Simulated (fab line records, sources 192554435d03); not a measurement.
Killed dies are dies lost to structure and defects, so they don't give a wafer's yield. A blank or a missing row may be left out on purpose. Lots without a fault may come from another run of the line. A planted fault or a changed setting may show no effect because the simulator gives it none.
Chamber matching | flow n5_finfet | N5_BEOL_M8_ILD_DEP_00 on pecvd-04: 3 sister chambers
The step deposits SiCOH lowk from DEMS/porogen, target thk 179.75 nm, time 33.4 s. 6 wafers are shown with their chamber, then 7 later ones without.

WAFERS WITH THEIR CHAMBER
wafer  | chamber | throttle_valve_pct (%) | heater_power_w (W)
L080.4 | 2       | 12.8                   | 350
L085.1 | 2       | 12.7                   | 273
L085.4 | 1       | 13.7                   | 231
L086.1 | 1       | 13.4                   | 304
L092.2 | 0       | 13.1                   | 397
L092.3 | 0       | 13.2                   | 415

WAFERS WITHOUT THEIR CHAMBER
wafer  | throttle_valve_pct (%) | heater_power_w (W)
L092.4 | 12.8                   | 302
L096.1 | 13.4                   | 418
L096.3 | 12.7                   | 341
L096.5 | 12.7                   | 339
L097.1 | 12.9                   | 416
L097.3 | 12.8                   | 315
L097.5 | 13.1                   | 428

WHICH CHAMBER EACH WENT THROUGH
wafer  | from the rows above     | in truth
L092.4 | 2                       | 2
L096.1 | can't be placed: 0 or 1 | 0
L096.3 | 2                       | 2
L096.5 | 2                       | 2
L097.1 | can't be placed: 0 or 2 | 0
L097.3 | 2                       | 2
L097.5 | 0                       | 0
Placed correctly: 5 of 7. Can't be placed from these rows: 2 (the true chamber is among the candidates in 2). Placed wrongly: 0.
How it was worked out, from the rows above alone: a wafer's distance from a chamber is the root of the sum, over the readings, of the square of ((its reading less the chamber's mean) divided by the reading's scatter). The wafer belongs to the nearest chamber; if the next one is less than 2 further off, it can't be placed. A chamber's mean is the mean of its shown wafers. The scatter: the root of (the sum of the squares of (reading less its chamber's mean) over the shown wafers, divided by (wafers less chambers)).
